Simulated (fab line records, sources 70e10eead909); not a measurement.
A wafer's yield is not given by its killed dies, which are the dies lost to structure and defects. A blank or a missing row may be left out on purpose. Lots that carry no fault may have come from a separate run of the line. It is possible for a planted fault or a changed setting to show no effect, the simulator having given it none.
fab line records	flow nand-harc
[record] lots = 6	wafers = 18	last-day = 30
route steps=1302 shown A_M0@1148 END@1302
lots that met no fault: from a run of the same line without faults
start-h: hours from the record's first day to the start of the lot's first wafer shown	wait-h: hours since the lot's step before	" repeats the value in the row above	L1.1+2: one row covering several wafers at once	- no value, or no start was given	* or withheld: withheld	< > ~ a bound
route shown NAME@n: NAME is a module with steps in the file, n the number in the route of the first one	usual: the fault-free wafers' mean and standard deviation	same: alike in all rows	chamber/n: place in a boat	sites: the reading at each site	_std_site: standard deviation of those values	_edge_site: mean of outer sites minus mean of inner sites	radius-mm: for every site, how far away it sits from the centre of the wafer	mask NAME#n: copy n	behind: the tool/chamber that last shaped the wafer	hold: cause of the lot's hold/its duration in hours/its outcome	device: transistor that didn't switch, given as n, p or np	end of line: the route-end tests of the same wafers	step lacking rows: just its recipe	killed: dies lost to structure and defects at the first sort, not the wafer's yield	map: the dies of a wafer, with x for killed, . for not killed, _ for no die there
set.NAME: the setting the step ran with; set.NAME@STEP: the setting that earlier step ran with	model.NAME: the simulator's own value behind a step, which no gauge read
lots at selected steps of the route; one table per step, one row per wafer
services: when a tool's chamber went out of use (start-h, in hours from the record's first day, below 0 if earlier), for how many hours, and the reason
[[steps]]
[step NHARC_A_M0_OVL_MEAS_10]
[recipe] pitch-nm = 160
[usual] overlay-x-nm = 0.0/0.51	overlay-y-nm = 0.0/0.76
lot.wafer	tool	chamber	start-h	wait-h	overlay-x-nm	overlay-y-nm
L762.3	overlay-02	-	523.17	-	0.5	0.6
L762.4	"	-	"	"	0.7	0.8
L762.5	"	-	"	"	0.1	0.7
L763.4	overlay-02	-	537.84	-	-0.8	0.2
L763.5	"	-	"	"	-0.3	0.2
L763.6	"	-	"	"	-0.5	0.5
L768.1	overlay-01	-	585.89	-	0.9	0.2
L768.5	"	-	"	"	0.8	0.3
L768.6	"	-	"	"	0.4	0.6
L770.1	overlay-02	-	604.09	-	0.5	0.3
L770.2	"	-	"	"	0.9	0.7
L770.5	"	-	"	"	0.7	0.6
L774.2	overlay-01	-	644.07	-	-0.5	-0.5
L774.3	"	-	"	"	-0.5	-0.2
L774.5	"	-	"	"	-0.7	-0.2
L776.1	overlay-02	-	664.51	-	-0.2	-0.2
L776.3	"	-	"	"	0.0	0.7
L776.4	"	-	"	"	0.2	0.2
[step NHARC_A_M0_INSPECT_11]
[usual] raw-defect-count = 88/48
lot.wafer	tool	chamber	start-h	wait-h	raw-defect-count
L762.3	defect-inspect-02	-	523.21	0.0	116
L762.4	"	-	"	"	117
L762.5	"	-	"	"	111
L763.4	defect-inspect-02	-	537.88	0.0	144
L763.5	"	-	"	"	148
L763.6	"	-	"	"	168
L768.1	defect-inspect-02	-	585.93	0.0	150
L768.5	"	-	"	"	181
L768.6	"	-	"	"	168
L770.1	defect-inspect-01	-	604.13	0.0	38
L770.2	"	-	"	"	45
L770.5	"	-	"	"	41
L774.2	defect-inspect-02	-	644.10	0.0	66
L774.3	"	-	"	"	51
L774.5	"	-	"	"	57
L776.1	defect-inspect-02	-	664.54	0.0	17
L776.3	"	-	"	"	27
L776.4	"	-	"	"	20
[step NHARC_A_M0_DESCUM_14]
[recipe] time-s = 3	o2-flow-sccm = 200	ar-flow-sccm = 0	bias-power-w = 0	chemistry = O2
[step NHARC_A_M0_ETCH_34]
[recipe] target-depth-a = 400	overetch-a = 120	time-s = 43.94	ion-energy-ev = 200	n2-flow-sccm = 150	h2-flow-sccm = 150	ar-flow-sccm = 0	rf-w = 400	bias-w = 150	chemistry = N2/H2
[step NHARC_A_M0_ETCH_15]
[recipe] target-depth-a = 1500	overetch-a = 150	time-s = 82.5	c4f8-flow-sccm = withheld	ar-flow-sccm = 400	rf-w = 600	bias-w = 300	chemistry = C4F8/Ar
[usual] oes-product-au = 0.942/0.023	rf-vpp-V = 441.4/2.1
lot.wafer	tool	chamber	start-h	wait-h	oes-product-au	rf-hours-counter-h	rf-vpp-V
L762.3	rie-diel-05	0	-	-	0.961	4.4	442.8
L762.4	"	2	"	"	0.988	5.2	445.8
L762.5	"	3	"	"	0.983	-	439.9
L763.4	rie-diel-06	1	538.24	0.1	0.958	-	442.9
L763.5	"	0	"	"	0.951	-	439.4
L763.6	"	1	"	"	0.951	-	442.0
L768.1	rie-diel-04	0	-	-	0.939	3.3	439.1
L768.6	"	3	"	"	0.986	-	439.6
L768.5	"	0	"	"	0.930	-	437.9
L770.1	rie-diel-04	0	-	-	0.899	3.7	438.4
L770.2	"	3	"	"	0.929	4.1	439.6
L770.5	"	0	"	"	0.899	-	437.0
L774.2	rie-diel-04	0	-	-	0.911	5.1	437.6
L774.3	"	2	"	"	0.929	4.6	442.9
L774.5	"	0	"	"	0.913	-	437.5
L776.4	rie-diel-04	1	-	-	0.950	6.0	438.5
L776.3	"	2	"	"	0.925	6.2	440.4
L776.1	"	3	"	"	0.951	7.1	439.5
[step NHARC_A_M0_CD_MEAS_16]
[usual] cd-nm = 80.6/1.1
lot.wafer	tool	chamber	start-h	wait-h	cd-nm
L762.3	cd-sem-01	-	523.57	-	81.8
L762.4	"	-	"	"	82.1
L762.5	"	-	"	"	82.2
L763.4	cd-sem-02	-	538.37	0.1	78.9
L763.5	"	-	"	"	79.4
L763.6	"	-	"	"	80.6
L768.1	cd-sem-02	-	586.29	-	80.3
L768.5	"	-	"	"	81.9
L768.6	"	-	"	"	81.9
L770.1	cd-sem-03	-	604.49	-	81.7
L770.2	"	-	"	"	82.4
L770.5	"	-	"	"	80.6
L774.2	cd-sem-02	-	644.47	-	80.3
L774.3	"	-	"	"	81.5
L774.5	"	-	"	"	81.5
L776.1	cd-sem-02	-	664.90	-	82.1
L776.3	"	-	"	"	82.2
L776.4	"	-	"	"	80.1
[step NHARC_A_M0_STRIP_18]
[recipe] power-w = 1000	n2-flow-sccm = 150	h2-flow-sccm = 150	ar-flow-sccm = 0	bias-w = 0	chemistry = N2/H2
[usual] drypump-motor-current-A = 5.6/0.37	oes-product-au = 0.998/0.016	rf-vpp-V = 90.8/0.84	showerhead-plenum-p-Torr = 2.07/0.072	throttle-valve-pct = 14.171/0.0094
lot.wafer	tool	chamber	start-h	wait-h	drypump-motor-current-A	oes-product-au	rf-hours-counter-h	rf-vpp-V	showerhead-plenum-p-Torr	throttle-valve-pct
L762.4	rie-diel-06	3	523.64	0.1	5.5	0.980	0.3	90.8	2.09	14.163
L762.3	"	2	"	"	5.8	1.006	0.4	90.0	1.98	14.183
L762.5	"	3	"	"	5.4	0.980	-	91.6	2.09	14.183
L763.4	rie-diel-05	1	538.49	0.1	5.3	1.002	5.1	92.3	2.17	14.177
L763.5	"	3	"	"	5.3	1.016	-	90.7	2.02	14.169
L763.6	"	0	"	"	6.3	0.988	-	90.9	2.14	14.181
L768.1	rie-diel-06	0	586.40	0.1	5.2	0.988	4.4	90.6	2.04	14.166
L768.5	"	2	"	"	5.8	1.024	-	90.5	1.98	14.164
L768.6	"	1	"	"	6.0	1.007	-	90.6	2.11	14.167
L770.2	rie-diel-05	3	604.58	0.1	5.3	1.014	0.5	89.8	2.02	14.169
L770.1	"	1	"	"	5.3	0.991	0.6	91.6	2.17	14.162
L770.5	"	0	"	"	6.2	0.992	-	90.8	2.14	14.184
L774.3	rie-diel-05	3	644.56	0.1	5.3	1.011	2.1	90.7	2.02	14.163
L774.2	"	0	"	"	6.2	0.987	2.3	92.0	2.14	14.167
L774.5	"	3	"	"	5.3	1.010	-	89.8	2.02	14.175
L776.1	rie-diel-05	3	664.98	0.1	5.3	1.013	3.4	92.0	2.01	14.174
L776.4	"	0	"	"	6.2	0.988	3.2	91.5	2.14	14.169
L776.3	"	2	"	"	5.2	0.987	3.3	91.2	2.17	14.159
[step NHARC_A_M0_STRIP_19]
[recipe] time-s = 600	temp-c = 30	chemistry = post-etch-residue-remover
[step NHARC_A_M0_DEGAS_28]
[recipe] temp-c = 250	time-s = 60
[step NHARC_A_M0_PRE_CLEAN_29]
[recipe] time-s = 30	temp-c = 280	gas = H2/He
[usual] heater-power-w = 408/33
lot.wafer	tool	chamber	start-h	wait-h	heater-power-w
L762.3	pvd-sputter-02	-	-	-	379
L762.4	"	-	"	"	414
L762.5	"	-	"	"	376
L763.4	pvd-sputter-01	-	-	-	423
L763.6	"	-	"	"	416
L763.5	"	-	"	"	387
L768.1	pvd-sputter-03	-	-	-	395
L768.5	"	-	"	"	379
L768.6	"	-	"	"	370
L770.1	pvd-sputter-03	-	-	-	368
L770.2	"	-	"	"	376
L770.5	"	-	"	"	463
L774.3	pvd-sputter-01	-	-	-	459
L774.2	"	-	"	"	455
L774.5	"	-	"	"	454
L776.4	pvd-sputter-03	-	-	-	369
L776.1	"	-	"	"	371
L776.3	"	-	"	"	376
[step NHARC_A_M0_PVD_20]
[recipe] target-thk-a = 50	bias-v = 168.6	power-w = 15000	chamber-pressure-pa = 0.12	time-s = 8.06	substrate-temp-c = 50	material = TaN
[step NHARC_A_M0_PVD_21]
[recipe] target-thk-a = 300	chamber-pressure-pa = 5	power-w = 5000	substrate-temp-c = 30	time-s = 20.49	material = Cu
[usual] throttle-valve-pct = 30.4/0.89
lot.wafer	tool	chamber	start-h	wait-h	throttle-valve-pct
L762.3	pvd-sputter-02	-	-	-	29.7
L762.4	"	-	"	"	30.3
L762.5	"	-	"	"	30.2
L763.4	pvd-sputter-01	-	-	-	30.2
L763.6	"	-	"	"	29.4
L763.5	"	-	"	"	32.1
L768.1	pvd-sputter-03	-	-	-	29.0
L768.6	"	-	"	"	30.2
L768.5	"	-	"	"	30.8
L770.1	pvd-sputter-03	-	-	-	30.8
L770.2	"	-	"	"	31.0
L770.5	"	-	"	"	31.3
L774.2	pvd-sputter-01	-	-	-	32.3
L774.3	"	-	"	"	29.6
L774.5	"	-	"	"	32.7
L776.1	pvd-sputter-03	-	-	-	31.2
L776.3	"	-	"	"	31.2
L776.4	"	-	"	"	29.9
[step NHARC_A_M0_ECD_22]
[recipe] target-thk-a = 4000	bath-temp-c = 25	material = Cu
lot.wafer	tool	chamber	start-h	wait-h
L762.4+3+5	ecd-cu-01	1,0,0	524.64	-
L763.4+5+6	ecd-cu-02	1,0,1	539.50	-
L768.1+6+5	ecd-cu-02	1,0,1	587.37	-
L770.1+2+5	ecd-cu-02	1,0,1	605.48	-
L774.2+3+5	ecd-cu-01	0,1,0	645.49	-
L776.1+3+4	ecd-cu-01	0,1,0	665.99	-
[step NHARC_A_M0_ANNEAL_30]
[recipe] temp-c = 225	time-s = 90
[usual] wafer_temp_C_max = 226.5/0.58
lot.wafer	tool	chamber	start-h	wait-h	wafer_temp_C_max
L762.3	rtp-anneal-01	0	525.02	-	227.0
L762.4	"	0	"	"	227.0
L762.5	"	0	"	"	226.7
L763.4	rtp-anneal-02	0	539.88	0.3	225.9
L763.5	"	0	"	"	225.5
L763.6	"	0	"	"	225.8
L768.1	rtp-anneal-02	0	587.70	0.3	225.8
L768.5	"	0	"	"	225.7
L768.6	"	0	"	"	226.1
L770.1	rtp-anneal-02	0	605.86	0.3	225.8
L770.2	"	0	"	"	226.1
L770.5	"	0	"	"	226.2
L774.2	rtp-anneal-02	0	645.87	0.3	226.4
L774.3	"	0	"	"	226.7
L774.5	"	0	"	"	227.0
L776.1	rtp-anneal-02	0	666.31	-	226.0
L776.3	"	0	"	"	225.9
L776.4	"	0	"	"	225.6
[step NHARC_A_M0_CMP_23]
[recipe] t-overpolish-s = 20	target-thk-nm = 113.75
[usual] motor-current-A = 11.8/1.4	time-to-endpoint-s = 30.3/2.3
lot.wafer	tool	chamber	start-h	wait-h	motor-current-A	time-to-endpoint-s
L762.4	cmp-02	1	525.26	-	12.3	29.2
L762.3	"	3	"	"	13.7	31.0
L762.5	"	1	"	"	11.9	30.8
L763.4	cmp-01	0	540.16	-	12.7	32.1
L763.5	"	1	"	"	10.1	25.4
L763.6	"	2	"	"	13.2	31.1
L768.1	cmp-02	1	588.07	-	11.9	48.9
L768.5	"	0	"	"	10.9	31.0
L768.6	"	1	"	"	12.1	34.6
L770.1	cmp-02	0	606.24	-	12.1	43.8
L770.2	"	2	"	"	11.2	28.1
L770.5	"	0	"	"	10.9	28.9
L774.3	cmp-02	3	646.16	-	13.7	30.2
L774.2	"	0	"	"	11.6	29.2
L774.5	"	3	"	"	14.3	30.7
L776.4	cmp-04	0	666.65	-	8.6	26.4
L776.1	"	1	"	"	11.9	32.0
L776.3	"	2	"	"	11.6	31.8
[step NHARC_A_M0_THK_MEAS_24]
[recipe] thk-meas-gauge = xrf
[usual] thk-nm = 114.5/1.4
lot.wafer	tool	chamber	start-h	wait-h	thk-nm
L762.3	film-metro-02	-	525.58	-	113.7
L762.4	"	-	"	"	113.0
L762.5	"	-	"	"	112.8
L763.4	film-metro-01	-	540.39	-	113.3
L763.5	"	-	"	"	111.4
L763.6	"	-	"	"	114.7
L768.1	film-metro-01	-	588.36	-	116.0
L768.5	"	-	"	"	112.9
L768.6	"	-	"	"	115.7
L770.1	film-metro-02	-	606.53	-	113.8
L770.2	"	-	"	"	115.9
L770.5	"	-	"	"	114.9
L774.2	film-metro-01	-	646.48	-	115.7
L774.3	"	-	"	"	116.4
L774.5	"	-	"	"	116.7
L776.1	film-metro-02	-	666.97	-	113.9
L776.3	"	-	"	"	115.1
L776.4	"	-	"	"	115.5
[step NHARC_END_SORT_01]
[recipe] temp-c = 25
[usual] defect-limited-yield = 90/3.8	killed-at-array = 61/26	killed-at-other = 0.8/1.1	killed-at-periphery = 4.0/2.6	killed-dies = 66/26	killed-open = 3.1/1.7	killed-short = 2.5/1.5
[same] gross-dies = 677
lot.wafer	tool	chamber	start-h	wait-h	defect-limited-yield[%]	killed-at-array	killed-at-other	killed-at-periphery	killed-dies	killed-open	killed-short
L770.1	prober-01	0	642.74	2.5	94	40	0	3	43	5	6
L770.2	prober-01	0	643.54	2.8	93	41	1	4	46	3	2
L770.5	prober-01	0	645.93	3.7	94	34	4	2	40	1	1
L776.1	prober-01	0	710.62	2.5	96	22	1	2	25	3	4
// killed by level:class
L770.1 A_CHANNEL_HOLE_D2:chamber-film-flake=15 A_CONTACT:chamber-film-flake=4 A_CHANNEL_HOLE_D1:chamber-film-flake=3 A_CHANNEL_FILL_D2:geometric-particle:open=2 A_ZERO_WELL:chamber-film-flake=2 A_CHANNEL_FILL_D1:chamber-film-flake=2 A_DECK1_JOINT:chamber-film-flake=2 A_SLIT:chamber-film-flake=2
L770.2 A_CHANNEL_HOLE_D2:chamber-film-flake=16 A_SLIT:chamber-film-flake=7 A_CHANNEL_HOLE_D1:chamber-film-flake=4 A_WL_FILL:chamber-film-flake=3 A_CONTACT:chamber-film-flake=3 P_ZERO_WELL:chamber-film-flake=2 A_STAIRCASE:chamber-film-flake=2 P_CONTACT:geometric-particle:open=1
L770.5 A_CHANNEL_HOLE_D2:chamber-film-flake=14 A_CHANNEL_HOLE_D1:chamber-film-flake=8 A_SLIT:chamber-film-flake=5 THIN_TSV:chamber-film-flake=4 A_CONTACT:chamber-film-flake=3 A_CHANNEL_FILL_D1:geometric-particle:open=1 A_SGD_CUT:geometric-particle:short=1 P_STI:chamber-film-flake=1
L776.1 A_CHANNEL_HOLE_D1:chamber-film-flake=7 A_SLIT:chamber-film-flake=3 P_M0:chamber-film-flake=2 A_DECK1_JOINT:chamber-film-flake=2 A_CONTACT:chamber-film-flake=2 A_CHANNEL_HOLE_D1:geometric-particle:short=1 A_CHANNEL_FILL_D1:geometric-particle:open=1 A_CHANNEL_FILL_D1:geometric-particle:short=1
[[services]]
tool	chamber	start-h	hours	kind
rie-diel-05	0	503.77	4.8	repair
ecd-cu-02	-	509.58	2.3	repair
ecd-cu-01	-	512.00	8.0	pm
pvd-sputter-02	-	518.09	1.1	repair
rie-diel-06	-	521.13	2.3	repair
rie-diel-06	3	526.54	23.5	repair
cmp-02	-	526.66	4.0	pm
rie-diel-04	-	531.93	9.0	pm
rie-diel-06	2	532.32	9.6	repair
pvd-sputter-03	-	535.45	10.0	pm
pvd-sputter-02	-	538.30	4.0	repair
ecd-cu-02	-	541.30	2.6	repair
rie-diel-06	0	549.14	9.2	repair
rie-diel-06	2	553.34	5.1	repair
rie-diel-06	0	571.40	1.4	repair
rie-diel-06	-	575.32	0.7	repair
rie-diel-04	2	581.62	3.1	repair
pvd-sputter-01	-	582.03	10.0	pm
rie-diel-06	3	583.37	4.8	repair
rie-diel-05	-	583.60	9.0	pm
ecd-cu-02	-	596.03	8.0	pm
ecd-cu-02	-	612.09	2.1	repair
cmp-02	-	624.67	4.0	pm
rie-diel-06	-	661.20	9.0	pm
[[key]]
[first-sign] step = NHARC_A_M0_CMP_23	reading = time-to-endpoint-s	direction = up	sigmas = 6.9	usual = *	struck = *
effect none on later readings
met-at NHARC_A_M0_ECD_22
struck-wafers L768.1,L770.1
onset-between 539.50 587.37
[fault] kind = process-parameter-drift	tool = ecd-cu-02	chamber = -	onset-h = 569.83	steps = NHARC_A_M0_ECD_22	channel = target-thk-a	offset = *	shape = step	end-h = 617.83	scope = struck-wafers-only	acts-in = *	stated = *
